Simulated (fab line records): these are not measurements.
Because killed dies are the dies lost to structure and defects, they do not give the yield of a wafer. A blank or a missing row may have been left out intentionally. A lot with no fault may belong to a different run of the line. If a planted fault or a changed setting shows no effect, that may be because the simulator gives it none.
Chamber matching | flow n5-finfet | 4 sister chambers for N5_DUMMY_REMOVAL_HM_STRIP_01 on rie-diel-01
The step strips SiNx in CH3F/O2, stops on poly-Si, target depth 4 nm, time 6.8 s. 20 wafers are shown with their chamber, then 10 later ones without.

WAFERS WITH THEIR CHAMBER
wafer  | chamber | drypump-motor-current-A (A) | showerhead-plenum-p-Torr (Torr) | throttle-valve-pct (%)
L076.1 | 2       | 6.1                         | 2.08                            | 16.03
L076.2 | 0       | 6.4                         | 1.99                            | 16.10
L076.3 | 1       | 5.3                         | 1.91                            | 16.38
L076.4 | 3       | 6.1                         | 1.91                            | 16.76
L076.5 | 1       | 5.3                         | 1.91                            | 16.40
L076.6 | 2       | 6.1                         | 2.08                            | 16.01
L084.1 | 3       | 6.1                         | 1.90                            | 16.78
L084.2 | 2       | 6.1                         | 2.07                            | 16.05
L084.3 | 0       | 6.4                         | 1.99                            | 16.12
L086.1 | 1       | 5.3                         | 1.90                            | 16.41
L086.2 | 3       | 6.1                         | 1.90                            | 16.77
L086.3 | 0       | 6.4                         | 1.99                            | 16.12
L086.4 | 2       | 6.1                         | 2.07                            | 16.06
L086.5 | 2       | 6.1                         | 2.07                            | 16.06
L086.6 | 3       | 6.1                         | 1.90                            | 16.79
L088.1 | 0       | 6.4                         | 1.99                            | 16.13
L088.2 | 1       | 5.3                         | 1.90                            | 16.42
L088.5 | 2       | 6.1                         | 2.07                            | 16.04
L087.3 | 3       | 6.1                         | 1.90                            | 16.82
L087.4 | 2       | 6.0                         | 2.07                            | 16.07

SIGNATURES (averages over the wafers above)
reading                  | chamber 0 | chamber 1 | chamber 2 | chamber 3 | scatter within a chamber
drypump-motor-current-A  | 6.400     | 5.300     | 6.086     | 6.100     | 0.0231
showerhead-plenum-p-Torr | 1.9900    | 1.9050    | 2.0729    | 1.9020    | 0.00449
throttle-valve-pct       | 16.1175   | 16.4025   | 16.0457   | 16.7840   | 0.0194
Rule: distance of a wafer from a chamber = root of the sum over the readings of ((wafer's reading minus chamber's mean) / reading's scatter) squared. If the next closest chamber is less than 2 further off than the closest, the wafer can't be placed; otherwise it belongs to the closest. The scatter is the square root of a quotient: the sum, over the shown wafers, of each reading's squared deviation from its chamber's mean, divided by wafers minus chambers.

WAFERS WITH NO CHAMBER GIVEN
wafer  | drypump-motor-current-A (A) | showerhead-plenum-p-Torr (Torr) | throttle-valve-pct (%)
L087.5 | 6.1                         | 1.90                            | 16.79
L089.1 | 6.4                         | 1.98                            | 16.11
L089.4 | 6.1                         | 1.90                            | 16.79
L089.6 | 6.4                         | 1.98                            | 16.13
L093.3 | 6.1                         | 2.07                            | 16.08
L093.4 | 6.4                         | 1.98                            | 16.14
L093.5 | 5.3                         | 1.90                            | 16.42
L096.1 | 6.1                         | 2.07                            | 16.07
L096.2 | 6.1                         | 1.90                            | 16.83
L096.6 | 6.1                         | 2.07                            | 16.10

EACH ONE'S CHAMBER
wafer  | from the rows above | in truth
L087.5 | 3                   | 3
L089.1 | 0                   | 0
L089.4 | 3                   | 3
L089.6 | 0                   | 0
L093.3 | 2                   | 2
L093.4 | 0                   | 0
L093.5 | 1                   | 1
L096.1 | 2                   | 2
L096.2 | 3                   | 3
L096.6 | 2                   | 2
Correct placement for 10 of the 10. Can't be placed from these rows: 0. Wrongly placed: 0.
